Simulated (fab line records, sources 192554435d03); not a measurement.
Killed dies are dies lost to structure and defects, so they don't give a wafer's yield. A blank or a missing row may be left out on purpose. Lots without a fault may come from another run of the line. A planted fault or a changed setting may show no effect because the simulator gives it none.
Chamber matching | flow n5_finfet | N5_FIN_SAQP_MANDREL2_REMOVE_60 on rie_si-04: 4 sister chambers
The step chemistry HBr/Cl2/O2, target a-Si, stops on SiNx, bt time 10 s. 14 wafers are shown with their chamber, then 7 later ones without.

WAFERS WITH THEIR CHAMBER
wafer  | chamber | drypump_motor_current_A (A) | O2_flow_sccm (sccm) | oes_product_au (a.u.)
L074.2 | 0       | 6.4                         | 4.988               | 1.012
L074.3 | 1       | 5.1                         | 5.022               | 1.012
L074.4 | 0       | 6.4                         | 5.010               | 1.016
L077.3 | 1       | 5.1                         | 5.003               | 1.011
L077.4 | 3       | 5.9                         | 4.991               | 1.019
L077.6 | 3       | 5.9                         | 5.016               | 1.022
L078.1 | 2       | 6.1                         | 5.023               | 1.027
L078.5 | 2       | 6.1                         | 5.026               | 1.020
L078.6 | 1       | 5.1                         | 5.035               | 1.012
L080.4 | 3       | 5.8                         | 4.996               | 1.008
L080.5 | 1       | 5.1                         | 5.011               | 0.995
L080.6 | 0       | 6.4                         | 4.987               | 1.004
L083.1 | 1       | 5.1                         | 5.000               | 1.007
L083.3 | 3       | 5.9                         | 5.004               | 1.016

SIGNATURES (means of the wafers above)
reading                 | chamber 0 | chamber 1 | chamber 2 | chamber 3 | scatter within a chamber
drypump_motor_current_A | 6.400     | 5.100     | 6.100     | 5.875     | 0.0274
O2_flow_sccm            | 4.99500   | 5.01420   | 5.02450   | 5.00175   | 0.0124
oes_product_au          | 1.01067   | 1.00740   | 1.02350   | 1.01625   | 0.00646
Rule: a wafer's distance from a chamber is the root of the sum, over the readings, of the square of ((its reading less the chamber's mean) divided by the reading's scatter). The wafer belongs to the nearest chamber; if the next one is less than 2 further off, it can't be placed. The scatter: the root of (the sum of the squares of (reading less its chamber's mean) over the shown wafers, divided by (wafers less chambers)).

WAFERS WITHOUT THEIR CHAMBER
wafer  | drypump_motor_current_A (A) | O2_flow_sccm (sccm) | oes_product_au (a.u.)
L083.5 | 5.8                         | 4.997               | 1.007
L084.3 | 5.8                         | 4.979               | 1.019
L084.4 | 6.2                         | 5.009               | 1.017
L084.5 | 6.4                         | 5.012               | 0.998
L085.1 | 5.9                         | 5.011               | 1.015
L085.4 | 6.4                         | 5.004               | 1.016
L085.5 | 6.4                         | 5.003               | 0.998

WHICH CHAMBER EACH WENT THROUGH
wafer  | from the rows above | in truth
L083.5 | 3                   | 3
L084.3 | 3                   | 3
L084.4 | 2                   | 2
L084.5 | 0                   | 0
L085.1 | 3                   | 3
L085.4 | 0                   | 0
L085.5 | 0                   | 0
Placed correctly: 7 of 7. Can't be placed from these rows: 0. Placed wrongly: 0.
